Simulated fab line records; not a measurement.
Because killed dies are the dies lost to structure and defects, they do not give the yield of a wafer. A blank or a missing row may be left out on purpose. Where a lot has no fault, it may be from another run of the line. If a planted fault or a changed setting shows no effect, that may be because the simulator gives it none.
Which tool was responsible? / flow n5Finfet / 9 lots with 27 wafers sampled at 8 steps, on a route of 1938 steps

WHAT THE GAUGES SHOWED, per wafer
N5_FIN_SAQP_THK_MEAS_05. Usual: thkNm 37.9 nm, standard deviation 0.49.
lot=L741; measured=day 2 03:37; on=filmMetro-02; thkNm (nm)=37.4 38.0 38.2; flag=
lot=L742; measured=day 2 08:50; on=filmMetro-02; thkNm (nm)=38.1 37.5 38.8; flag=
lot=L743; measured=day 2 17:40; on=filmMetro-01; thkNm (nm)=37.1 37.6 37.8; flag=
lot=L746; measured=day 3 10:05; on=filmMetro-02; thkNm (nm)=36.9 37.8 37.7; flag=
lot=L751; measured=day 4 14:59; on=filmMetro-01; thkNm (nm)=37.8 37.5 38.6; flag=
lot=L755; measured=day 5 14:38; on=filmMetro-01; thkNm (nm)=37.7 38.5 38.4; flag=
lot=L756; measured=day 5 21:28; on=filmMetro-01; thkNm (nm)=37.5 37.9 37.9; flag=
lot=L761; measured=day 7 03:16; on=filmMetro-01; thkNm (nm)=37.4 37.5 37.5; flag=
lot=L763; measured=day 7 14:46; on=filmMetro-01; thkNm (nm)=38.0 38.2 38.1; flag=

N5_FIN_SAQP_CD_MEAS_16: target cd 35.6 nm. Usual: cdNm 35.4 nm, standard deviation 0.37.
lot=L741; measured=day 2 04:18; on=cdSem-02; cdNm (nm)=36.0 35.0 35.9; flag=
lot=L742; measured=day 2 09:24; on=cdSem-02; cdNm (nm)=35.6 36.0 35.2; flag=
lot=L743; measured=day 2 18:14; on=cdSem-01; cdNm (nm)=35.1 34.6 35.9; flag=
lot=L746; measured=day 3 10:47; on=cdSem-01; cdNm (nm)=35.3 35.5 34.8; flag=
lot=L751; measured=day 4 15:39; on=cdSem-02; cdNm (nm)=36.0 35.3 35.6; flag=
lot=L755; measured=day 5 15:20; on=cdSem-01; cdNm (nm)=35.8 35.3 35.2; flag=
lot=L756; measured=day 5 22:10; on=cdSem-03; cdNm (nm)=35.3 35.3 34.8; flag=
lot=L761; measured=day 7 03:58; on=cdSem-03; cdNm (nm)=35.5 35.0 34.8; flag=
lot=L763; measured=day 7 15:28; on=cdSem-01; cdNm (nm)=35.4 35.3 35.1; flag=

N5_FIN_SAQP_INSPECT_18: inspects for defects (brightfield). Usual: rawDefectCount 468, standard deviation 130.
lot=L741; measured=day 2 04:22; on=defectInspect-01; rawDefectCount=716 637 565; flag=
lot=L742; measured=day 2 09:28; on=defectInspect-01; rawDefectCount=734 674 494; flag=
lot=L743; measured=day 2 18:17; on=defectInspect-02; rawDefectCount=451 405 436; flag=
lot=L746; measured=day 3 10:51; on=defectInspect-02; rawDefectCount=217 299 343; flag=
lot=L751; measured=day 4 15:43; on=defectInspect-01; rawDefectCount=542 551 945; flag=
lot=L755; measured=day 5 15:23; on=defectInspect-02; rawDefectCount=288 306 343; flag=
lot=L756; measured=day 5 22:13; on=defectInspect-02; rawDefectCount=367 359 481; flag=
lot=L761; measured=day 7 04:02; on=defectInspect-02; rawDefectCount=290 485 376; flag=
lot=L763; measured=day 7 15:31; on=defectInspect-01; rawDefectCount=506 480 428; flag=

N5_FIN_SAQP_INSPECT_40: inspects for defects (brightfield). Usual: rawDefectCount 244, standard deviation 71.
lot=L741; measured=day 2 08:55; on=defectInspect-01; rawDefectCount=285 244 291; flag=
lot=L742; measured=day 2 14:01; on=defectInspect-02; rawDefectCount=385 252 208; flag=
lot=L743; measured=day 2 22:38; on=defectInspect-02; rawDefectCount=259 274 169; flag=
lot=L746; measured=day 3 15:43; on=defectInspect-01; rawDefectCount=179 153 172; flag=
lot=L751; measured=day 4 21:49; on=defectInspect-02; rawDefectCount=309 489 745; flag=OFF
lot=L755; measured=day 5 20:34; on=defectInspect-02; rawDefectCount=153 155 325; flag=
lot=L756; measured=day 6 02:56; on=defectInspect-01; rawDefectCount=190 217 223; flag=
lot=L761; measured=day 7 09:41; on=defectInspect-02; rawDefectCount=264 325 309; flag=
lot=L763; measured=day 7 20:22; on=defectInspect-01; rawDefectCount=227 198 152; flag=

N5_FIN_CUT_INSPECT_10: inspects for defects (brightfield). Usual: rawDefectCount 44, standard deviation 12.
lot=L741; measured=day 2 09:19; on=defectInspect-01; rawDefectCount=46 44 46; flag=
lot=L742; measured=day 2 14:25; on=defectInspect-02; rawDefectCount=53 45 41; flag=
lot=L743; measured=day 2 23:10; on=defectInspect-02; rawDefectCount=43 56 27; flag=
lot=L746; measured=day 3 16:07; on=defectInspect-02; rawDefectCount=35 29 38; flag=
lot=L751; measured=day 4 22:20; on=defectInspect-01; rawDefectCount=53 69 415; flag=OFF
lot=L755; measured=day 5 20:58; on=defectInspect-02; rawDefectCount=31 28 60; flag=
lot=L756; measured=day 6 03:27; on=defectInspect-02; rawDefectCount=32 36 56; flag=
lot=L761; measured=day 7 10:04; on=defectInspect-01; rawDefectCount=42 66 61; flag=
lot=L763; measured=day 7 20:46; on=defectInspect-02; rawDefectCount=49 45 25; flag=

N5_BEOL_M4_RC_MEAS_101. Usual: DIBL_N 37.2 mV/V, standard deviation 1.9; DIBL_P 37.3 mV/V, standard deviation 2.2; IOFF_N 0.18 nA/um, standard deviation 0.038; IOFF_P 0.22 nA/um, standard deviation 0.039; ION_N 678 uA/um, standard deviation 11; ION_P 462 uA/um, standard deviation 6.9; SS_N 71.8 mV/dec, standard deviation 0.68; SS_P 73.5 mV/dec, standard deviation 0.65; VT_N 249 mV, standard deviation 3.4; VT_P -250 mV, standard deviation 3.2.
lot=L741; measured=day 8 11:19; on=prober-02; DIBL_N (mV/V)=35.0 38.2 34.7; DIBL_P (mV/V)=34.6 37.9 35.4; IOFF_N (nA/um)=0.13 0.20 0.14; IOFF_P (nA/um)=0.15 0.20 0.17; ION_N (uA/um)=660 669 677; ION_P (uA/um)=449 449 458; SS_N (mV/dec)=71.1 71.7 71.3; SS_P (mV/dec)=72.9 72.7 73.3; VT_N (mV)=250 247 250; VT_P (mV)=-255 -252 -252; flag=
lot=L742; measured=day 8 20:13; on=prober-02; DIBL_N (mV/V)=39.3 40.1 41.2; DIBL_P (mV/V)=37.7 37.9 40.2; IOFF_N (nA/um)=0.19 0.23 0.24; IOFF_P (nA/um)=0.21 0.22 0.25; ION_N (uA/um)=668 678 681; ION_P (uA/um)=450 459 461; SS_N (mV/dec)=71.0 72.0 72.1; SS_P (mV/dec)=73.9 74.3 74.2; VT_N (mV)=248 244 244; VT_P (mV)=-252 -250 -254; flag=
lot=L743; measured=day 9 01:17; on=prober-02; DIBL_N (mV/V)=37.6 39.2 36.5; DIBL_P (mV/V)=37.9 37.8 35.9; IOFF_N (nA/um)=0.18 0.22 0.16; IOFF_P (nA/um)=0.26 0.26 0.22; ION_N (uA/um)=673 693 664; ION_P (uA/um)=465 466 460; SS_N (mV/dec)=71.8 72.8 72.1; SS_P (mV/dec)=73.4 73.0 73.3; VT_N (mV)=248 245 251; VT_P (mV)=-248 -245 -249; flag=
lot=L746; measured=day 9 20:22; on=prober-01; DIBL_N (mV/V)=35.6 35.2 36.8; DIBL_P (mV/V)=35.4 34.8 37.2; IOFF_N (nA/um)=0.15 0.15 0.17; IOFF_P (nA/um)=0.22 0.21 0.24; ION_N (uA/um)=672 685 679; ION_P (uA/um)=471 475 474; SS_N (mV/dec)=70.9 71.3 70.8; SS_P (mV/dec)=73.2 72.8 73.7; VT_N (mV)=252 249 248; VT_P (mV)=-246 -247 -247; flag=
lot=L751; measured=day 11 06:01; on=prober-01; DIBL_N (mV/V)=38.0 33.4 35.4; DIBL_P (mV/V)=38.1 33.2 34.7; IOFF_N (nA/um)=0.18 0.11 0.14; IOFF_P (nA/um)=0.26 0.19 0.20; ION_N (uA/um)=671 660 677; ION_P (uA/um)=472 463 464; SS_N (mV/dec)=71.6 70.6 70.8; SS_P (mV/dec)=73.5 72.5 72.5; VT_N (mV)=247 254 252; VT_P (mV)=-246 -251 -247; flag=
lot=L755; measured=day 11 19:28; on=prober-01; DIBL_N (mV/V)=36.9 38.3 36.3; DIBL_P (mV/V)=35.2 38.0 35.0; IOFF_N (nA/um)=0.15 0.19 0.15; IOFF_P (nA/um)=0.19 0.24 0.20; ION_N (uA/um)=676 684 675; ION_P (uA/um)=461 464 460; SS_N (mV/dec)=71.7 71.8 71.7; SS_P (mV/dec)=72.9 74.0 73.7; VT_N (mV)=250 248 251; VT_P (mV)=-250 -249 -251; flag=
lot=L756; measured=day 12 03:13; on=prober-01; DIBL_N (mV/V)=34.7 35.3 36.2; DIBL_P (mV/V)=36.6 37.4 38.1; IOFF_N (nA/um)=0.16 0.17 0.19; IOFF_P (nA/um)=0.18 0.19 0.21; ION_N (uA/um)=681 684 682; ION_P (uA/um)=459 458 458; SS_N (mV/dec)=71.6 71.5 71.5; SS_P (mV/dec)=73.3 73.4 73.8; VT_N (mV)=251 246 251; VT_P (mV)=-253 -254 -250; flag=
lot=L761; measured=day 13 12:39; on=prober-02; DIBL_N (mV/V)=36.7 37.6 36.4; DIBL_P (mV/V)=38.0 39.6 37.7; IOFF_N (nA/um)=0.19 0.22 0.18; IOFF_P (nA/um)=0.22 0.26 0.22; ION_N (uA/um)=684 690 685; ION_P (uA/um)=462 462 462; SS_N (mV/dec)=71.4 72.2 72.3; SS_P (mV/dec)=73.8 73.6 73.1; VT_N (mV)=247 247 248; VT_P (mV)=-250 -249 -250; flag=
lot=L763; measured=day 13 22:26; on=prober-02; DIBL_N (mV/V)=35.6 33.3 37.0; DIBL_P (mV/V)=36.9 32.9 37.7; IOFF_N (nA/um)=0.16 0.11 0.18; IOFF_P (nA/um)=0.19 0.15 0.22; ION_N (uA/um)=669 655 678; ION_P (uA/um)=460 453 459; SS_N (mV/dec)=71.8 71.8 72.6; SS_P (mV/dec)=73.2 73.2 73.6; VT_N (mV)=251 257 248; VT_P (mV)=-253 -255 -250; flag=

WHAT TOOL EACH LOT RAN ON (gives the tool, then ch and the chambers of the sampled wafers, and finally the start)
lot=L741; N5_FIN_SAQP_PRECLEAN_44=wetBench-05 ch 0,2,3, day 2 02:13; N5_FIN_SAQP_SPACER1_ALD_24=aldSin-04 ch 0,1,3, day 2 05:32
lot=L742; N5_FIN_SAQP_PRECLEAN_44=wetBench-05 ch 0,6,7, day 2 08:06; N5_FIN_SAQP_SPACER1_ALD_24=aldSin-04 ch 2,3, day 2 10:40
lot=L743; N5_FIN_SAQP_PRECLEAN_44=wetBench-02 ch 1,4,5, day 2 17:06; N5_FIN_SAQP_SPACER1_ALD_24=aldSin-04 ch 0,3, day 2 19:27
lot=L746; N5_FIN_SAQP_PRECLEAN_44=wetBench-01 ch 2,5,6, day 3 09:30; N5_FIN_SAQP_SPACER1_ALD_24=aldSin-01 ch 0,2, day 3 11:59
lot=L751; N5_FIN_SAQP_PRECLEAN_44=wetBench-05 ch 2,3,4, day 4 14:09; N5_FIN_SAQP_SPACER1_ALD_24=aldSin-04 ch 1,2, day 4 16:57
lot=L755; N5_FIN_SAQP_PRECLEAN_44=wetBench-02 ch 0,4,5, day 5 13:56; N5_FIN_SAQP_SPACER1_ALD_24=aldSin-01 ch 0,1,3, day 5 17:05
lot=L756; N5_FIN_SAQP_PRECLEAN_44=wetBench-02 ch 1,6,7, day 5 20:47; N5_FIN_SAQP_SPACER1_ALD_24=aldSin-03 ch 0,1,2, day 5 23:35
lot=L761; N5_FIN_SAQP_PRECLEAN_44=wetBench-01 ch 2,6,7, day 7 02:35; N5_FIN_SAQP_SPACER1_ALD_24=aldSin-01 ch 2,3, day 7 06:17
lot=L763; N5_FIN_SAQP_PRECLEAN_44=wetBench-02 ch 1,5,7, day 7 14:12; N5_FIN_SAQP_SPACER1_ALD_24=aldSin-03 ch 1,2,3, day 7 16:43
- N5_FIN_SAQP_PRECLEAN_44: cleans in SC2, time 45 s.
- N5_FIN_SAQP_SPACER1_ALD_24: deposits SiO2, target thk 20.3 nm, pulse time 1 s, purge time 2 s.

AS READ BY THE TOOLS THEMSELVES (means over the sampled wafers that have a number; for cases with no such wafer, the mark the record gives instead)
N5_FIN_SAQP_PRECLEAN_44. Usual: tempC 35.00 C, standard deviation 0.12.
lot=L741; tool=wetBench-05; tempC (C)=35.00; flag=
lot=L742; tool=wetBench-05; tempC (C)=34.99; flag=
lot=L743; tool=wetBench-02; tempC (C)=34.96; flag=
lot=L746; tool=wetBench-01; tempC (C)=35.07; flag=
lot=L751; tool=wetBench-05; tempC (C)=35.08; flag=
lot=L755; tool=wetBench-02; tempC (C)=35.13; flag=
lot=L756; tool=wetBench-02; tempC (C)=34.99; flag=
lot=L761; tool=wetBench-01; tempC (C)=35.00; flag=
lot=L763; tool=wetBench-02; tempC (C)=35.00; flag=

N5_FIN_SAQP_SPACER1_ALD_24. Usual: heaterPowerW 481 W, standard deviation 70; precursorPulseHeightRel 0.999, standard deviation 0.021.
lot=L741; tool=aldSin-04; heaterPowerW (W)=492; precursorPulseHeightRel=0.984; flag=
lot=L742; tool=aldSin-04; heaterPowerW (W)=432; precursorPulseHeightRel=0.994; flag=
lot=L743; tool=aldSin-04; heaterPowerW (W)=489; precursorPulseHeightRel=1.003; flag=
lot=L746; tool=aldSin-01; heaterPowerW (W)=525; precursorPulseHeightRel=1.003; flag=
lot=L751; tool=aldSin-04; heaterPowerW (W)=449; precursorPulseHeightRel=0.999; flag=
lot=L755; tool=aldSin-01; heaterPowerW (W)=489; precursorPulseHeightRel=0.998; flag=
lot=L756; tool=aldSin-03; heaterPowerW (W)=487; precursorPulseHeightRel=0.978; flag=
lot=L761; tool=aldSin-01; heaterPowerW (W)=466; precursorPulseHeightRel=1.008; flag=
lot=L763; tool=aldSin-03; heaterPowerW (W)=476; precursorPulseHeightRel=1.023; flag=

THE ANSWER, worked out from the rows above alone
Rule: lot off if the mean of its wafers having a number is beyond 3 standard deviations from the usual mean. A lot without any number at a reading at which 4 lots or more have one is off too. Any other lot the step has rows for is counted as sound. Order of review: gauges by route order, followed by the tools' own readings, for which a lot's mean as printed above is used. The first step at which some lot is off is used, and at that step the reading that is off furthest; a lot without a number counts as furthest.
Off, at N5_FIN_SAQP_INSPECT_40 on rawDefectCount: L751.
A tool fits if, at a process step before that reading, it ran every lot that is off, and no sound lot after the first of them. Not tried: the gauges at N5_FIN_SAQP_INSPECT_40; whatever is off there is also off at N5_FIN_CUT_INSPECT_10, on other tools, and gauge error can't account for it. Can't be told from this: 2 tools fit, wetBench-05 at N5_FIN_SAQP_PRECLEAN_44, aldSin-04 at N5_FIN_SAQP_SPACER1_ALD_24.

WHAT THE SIMULATOR PUT IN
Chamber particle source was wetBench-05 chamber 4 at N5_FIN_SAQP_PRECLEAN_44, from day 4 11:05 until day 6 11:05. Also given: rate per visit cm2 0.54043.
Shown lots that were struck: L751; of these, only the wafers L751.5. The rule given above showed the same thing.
